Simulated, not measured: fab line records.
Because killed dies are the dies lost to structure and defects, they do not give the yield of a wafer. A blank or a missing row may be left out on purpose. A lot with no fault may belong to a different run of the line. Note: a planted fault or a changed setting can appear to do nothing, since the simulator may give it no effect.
Chamber matching / flow n5-finfet / 4 sister chambers for N5_BEOL_M11_ETCH_61 on rie-diel-02
The step etches SiARC in CF4, target depth 39 nm, time 65 s. 4 wafers are shown with their chamber, then 8 later ones without.

== WAFERS WITH THEIR CHAMBER ==
wafer=L082.2; chamber=3; throttle-valve-pct (%)=15.87
wafer=L083.2; chamber=2; throttle-valve-pct (%)=15.31
wafer=L083.4; chamber=1; throttle-valve-pct (%)=15.66
wafer=L087.2; chamber=0; throttle-valve-pct (%)=16.05

== WAFERS WITH NO CHAMBER GIVEN ==
wafer=L087.4; throttle-valve-pct (%)=15.31
wafer=L087.6; throttle-valve-pct (%)=16.05
wafer=L093.2; throttle-valve-pct (%)=15.34
wafer=L093.4; throttle-valve-pct (%)=15.68
wafer=L093.6; throttle-valve-pct (%)=15.35
wafer=L097.1; throttle-valve-pct (%)=15.71
wafer=L097.4; throttle-valve-pct (%)=15.36
wafer=L097.5; throttle-valve-pct (%)=15.93

== WHICH CHAMBER EACH WENT THROUGH ==
wafer=L087.4; from the rows above=2; in truth=2
wafer=L087.6; from the rows above=0; in truth=0
wafer=L093.2; from the rows above=2; in truth=2
wafer=L093.4; from the rows above=1; in truth=1
wafer=L093.6; from the rows above=2; in truth=2
wafer=L097.1; from the rows above=1; in truth=1
wafer=L097.4; from the rows above=2; in truth=2
wafer=L097.5; from the rows above=can't be placed: 3 or 0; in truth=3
Placed correctly: 7 of 8. Not placeable from these rows: 1 (in 1, the candidates include the true chamber). 0 placed wrongly.
How it was worked out, from the rows above alone: a wafer's distance from a chamber is the root of the sum, over the readings, of the square of ((its reading less the chamber's mean) divided by the reading's scatter). The wafer belongs to the nearest chamber; if the next one is less than 2 further off, it can't be placed. Each chamber's mean is taken over the wafers shown for it. The scatter: with one shown wafer a chamber, the root of the mean of the squares of how far each hidden wafer lies from its nearest shown one.
